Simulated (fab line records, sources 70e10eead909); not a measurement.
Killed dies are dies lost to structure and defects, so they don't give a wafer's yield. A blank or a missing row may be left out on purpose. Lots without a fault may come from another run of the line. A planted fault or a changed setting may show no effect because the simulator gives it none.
Chamber matching | flow nand_harc | NHARC_P_CONTACT_CMP_24 on cmp-03: 4 sister chambers
The step polishes, t overpolish 30 s, target thk 200 nm. 18 wafers are shown with their chamber, then 9 later ones without.

WAFERS WITH THEIR CHAMBER
wafer  | chamber | motor_current_A (A) | slurry_flow_ml_min | time_to_endpoint_s (s)
L076.2 | 1       | 11.8                | 150.8              | 40.3
L076.3 | 3       | 13.8                | 149.9              | 42.6
L076.4 | 0       | 13.4                | 149.6              | 42.3
L077.4 | 3       | 13.6                | 150.0              | 40.1
L077.5 | 2       | 13.0                | 149.8              | 40.6
L077.6 | 3       | 13.2                | 149.5              | 41.4
L078.1 | 1       | 10.9                | 150.0              | 39.1
L078.2 | 0       | 13.1                | 150.5              | 40.0
L078.3 | 2       | 13.7                | 150.4              | 40.1
L081.2 | 3       | 13.5                | 148.9              | 39.6
L081.3 | 1       | 10.9                | 150.6              | 38.4
L081.5 | 2       | 13.6                | 149.8              | 39.2
L084.2 | 1       | 11.6                | 150.2              | 38.8
L084.4 | 0       | 13.1                | 149.6              | 39.4
L084.6 | 2       | 14.2                | 150.0              | 41.7
L087.3 | 0       | 13.2                | 149.6              | 38.4
L087.4 | 1       | 10.5                | 149.7              | 36.4
L087.6 | 2       | 13.4                | 150.0              | 38.3

SIGNATURES (means of the wafers above)
reading            | chamber 0 | chamber 1 | chamber 2 | chamber 3 | scatter within a chamber
motor_current_A    | 13.200    | 11.140    | 13.580    | 13.525    | 0.395
slurry_flow_ml_min | 149.825   | 150.260   | 150.000   | 149.575   | 0.413
time_to_endpoint_s | 40.025    | 38.600    | 39.980    | 40.925    | 1.43
Rule: a wafer's distance from a chamber is the root of the sum, over the readings, of the square of ((its reading less the chamber's mean) divided by the reading's scatter). The wafer belongs to the nearest chamber; if the next one is less than 2 further off, it can't be placed. The scatter: the root of (the sum of the squares of (reading less its chamber's mean) over the shown wafers, divided by (wafers less chambers)).

WAFERS WITHOUT THEIR CHAMBER
wafer  | motor_current_A (A) | slurry_flow_ml_min | time_to_endpoint_s (s)
L089.1 | 13.4                | 150.5              | 41.5
L089.2 | 13.4                | 149.7              | 43.5
L089.6 | 12.7                | 150.1              | 42.4
L090.2 | 13.6                | 150.5              | 42.6
L090.3 | 13.4                | 150.1              | 42.6
L090.5 | 13.0                | 149.8              | 42.1
L093.4 | 12.4                | 150.7              | 41.9
L093.5 | 10.8                | 150.1              | 41.3
L093.6 | 13.7                | 150.4              | 42.8

WHICH CHAMBER EACH WENT THROUGH
wafer  | from the rows above               | in truth
L089.1 | can't be placed: 2 or 0 or 3      | 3
L089.2 | can't be placed: 3 or 0 or 2      | 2
L089.6 | can't be placed: 0 or 3 or 2      | 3
L090.2 | can't be placed: 2 or 3 or 0      | 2
L090.3 | can't be placed: 3 or 2 or 0      | 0
L090.5 | can't be placed: 0 or 3 or 2      | 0
L093.4 | can't be placed: 0 or 2 or 3 or 1 | 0
L093.5 | 1                                 | 1
L093.6 | can't be placed: 2 or 3 or 0      | 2
Placed correctly: 1 of 9. Can't be placed from these rows: 8 (the true chamber is among the candidates in 8). Placed wrongly: 0.
